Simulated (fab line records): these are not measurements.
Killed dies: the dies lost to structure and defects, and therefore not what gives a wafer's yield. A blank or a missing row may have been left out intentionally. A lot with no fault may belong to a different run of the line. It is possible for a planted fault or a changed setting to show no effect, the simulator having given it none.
Matching of chambers    flow n5Finfet    aldSin-02 running N5_SPACER0_ALD_08: 4 sister chambers
The step deposits SiNx, target thk 2 nm. 17 wafers are shown with their chamber, then 8 later ones without.

WAFERS PAIRED WITH THEIR CHAMBERS
wafer   chamber  heaterPowerW (W)
L711.2  3        814
L711.3  2        707
L711.6  0        666
L712.2  0        675
L712.3  3        809
L712.5  0        678
L715.1  3        816
L715.2  0        680
L715.3  1        765
L716.2  0        683
L716.4  1        762
L716.6  3        835
L718.2  0        658
L718.3  2        713
L718.5  1        755
L717.1  2        713
L717.2  3        819

SIGNATURES (averages over the wafers above)
reading       chamber 0  chamber 1  chamber 2  chamber 3  scatter within a chamber
heaterPowerW  673.33     760.67     711.00     818.60     8.4
Rule: a wafer lies at a distance from a chamber equal to the root of the sum of squares, over the readings, of (its reading less the chamber's mean, divided by the reading's scatter). If the next closest chamber is less than 2 further off than the closest, the wafer can't be placed; otherwise it belongs to the closest. The scatter is the square root of a quotient: the sum, over the shown wafers, of each reading's squared deviation from its chamber's mean, divided by wafers minus chambers.

WAFERS MISSING THEIR CHAMBER
wafer   heaterPowerW (W)
L717.6  817
L723.2  668
L723.3  768
L723.4  794
L729.2  731
L729.5  825
L734.1  762
L734.5  810

WHICH CHAMBER EACH ONE RAN IN
wafer   from the rows above      in truth
L717.6  3                        3
L723.2  0                        0
L723.3  1                        1
L723.4  can't be placed: 3 or 1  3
L729.2  can't be placed: 2 or 1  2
L729.5  3                        3
L734.1  1                        1
L734.5  3                        3
Correctly placed: 6 of 8. These rows do not allow placing 2 (true chamber among the candidates in 2). 0 placed wrongly.
